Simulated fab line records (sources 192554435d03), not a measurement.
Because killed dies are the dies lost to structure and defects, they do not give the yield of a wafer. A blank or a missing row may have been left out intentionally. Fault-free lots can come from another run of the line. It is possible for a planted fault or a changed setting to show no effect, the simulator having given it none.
Split-lot study	flow n5-finfet	route with 1938 steps; 7 lots, 21 wafers read

THE SPLIT
At N5_BEOL_M8_ILD_DEP_00 (deposits SiCOH lowk from DEMS/porogen, target thk 179.75 nm, time 33.4 s), the setting time-s was moved away from the recipe's 33.4 s on 7 of the 21 wafers read, by -13.3% to +14.8%. The other wafers ran this setting at the recipe's value.

BETWEEN THE SPLIT AND THE READING: the file shows 1 step in between
- N5_BEOL_M8_CURE_74: cures SiCOH lowk, time 240 s

THE READING
M8_ILD_THK at N5_BEOL_M8_THK_MEAS_01, in nm. On this fab line, fault-free wafers typically give 155.0 nm with a standard deviation of 1.8 nm.

wafer	tool, chamber at the split	time-s as run, s	against the recipe	M8_ILD_THK, nm	against lot-mates on the recipe
L080.2	pecvd-01, 0	33.4	recipe	154.2	-
L080.3	pecvd-01, 1	33.4	recipe	153.1	-
L080.4	pecvd-01, 1	38.35	+14.8%	177.9	+24.3
L081.1	pecvd-02, 0	33.4	recipe	151.4	-
L081.4	pecvd-02, 1	33.4	recipe	154.4	-
L081.5	pecvd-02, 2	35.31	+5.7%	163.0	+10.1
L085.1	pecvd-01, 0	33.4	recipe	155.0	-
L085.2	pecvd-01, 1	33.4	recipe	156.4	-
L085.5	pecvd-01, 1	33.4	recipe	157.4	-
L086.2	pecvd-02, 1	28.97	-13.3%	133.1	no lot-mate on the recipe
L086.4	pecvd-02, 2	28.97	-13.3%	135.7	no lot-mate on the recipe
L086.6	pecvd-02, 0	28.97	-13.3%	136.7	no lot-mate on the recipe
L089.3	pecvd-02, 1	33.4	recipe	155.9	-
L089.4	pecvd-02, 2	33.4	recipe	156.2	-
L089.6	pecvd-02, 1	33.4	recipe	156.7	-
L088.3	pecvd-02, 0	30.87	-7.6%	143.8	-11.9
L088.4	pecvd-02, 2	33.4	recipe	155.9	-
L088.5	pecvd-02, 0	33.4	recipe	155.6	-
L097.1	pecvd-02, 2	33.4	recipe	156.6	-
L097.3	pecvd-02, 1	33.4	recipe	157.0	-
L097.6	pecvd-02, 2	34.79	+4.2%	165.5	+8.7

FIT RESULTS
A straight line over all 21 wafers: M8_ILD_THK changes by +1.54 nm for each +1% of time-s; r = +0.99; the points scatter about the line by 1.7 nm.
The same after taking each lot's own level away (the mean of its wafers on the recipe; 18 wafers): +1.65 nm for each +1%; r = +0.99; scatter 0.87 nm.
On that fit, the largest move of time-s shifts the reading by 25 nm.
From 152.90 to 156.80 nm: that is the span of the lots' own levels, equal to 2.2 times the standard deviation above.
Consequently the slope shifts little with the lot-to-lot level, the two slopes agreeing.
Check: with one of the wafers moved furthest among these (+14.8%) left out of the fit, the line predicts +25.6 nm for it against its lot-mates. It came out at +24.3 nm against them.

OTHER SPLITS APPLIED TO THESE WAFERS
These wafers also went through other splits before the reading. Each is held against what the fit with the lots' levels taken away leaves over:
other split on the same wafers	wafers away from the commonest value	r with M8_ILD_THK (lot level and that fit taken away)
N5_BEOL_M7_DESCUM_33 time-s	9	-0.10

THE WHOLE CHAIN: every reading that the file lists as answering this split, in the file's order
step	what it does	reading	change (the file's fit)	r (the file's)
N5_BEOL_M8_ILD_DEP_00	deposits SiCOH lowk from DEMS/porogen, target thk 179.75 nm, time 33.4 s	SiCOH_lowk_of_BEOL_M8_ILD_DEP_00.thk-nm (the simulator's own value, which no gauge read)	+1.9 nm for each +1% of the setting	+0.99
N5_BEOL_M8_CURE_74	cures SiCOH lowk, time 240 s	SiCOH_lowk_of_BEOL_M8_ILD_DEP_00.thk-nm (the simulator's own value, which no gauge read)	+1.67 nm for each +1% of the setting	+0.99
N5_BEOL_M8_THK_MEAS_01		M8_ILD_THK	+1.66 for each +1% of the setting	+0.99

FILE'S OWN FIT
M8_ILD_THK changes by +1.66 nm for each +1% of time-s, r = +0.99.
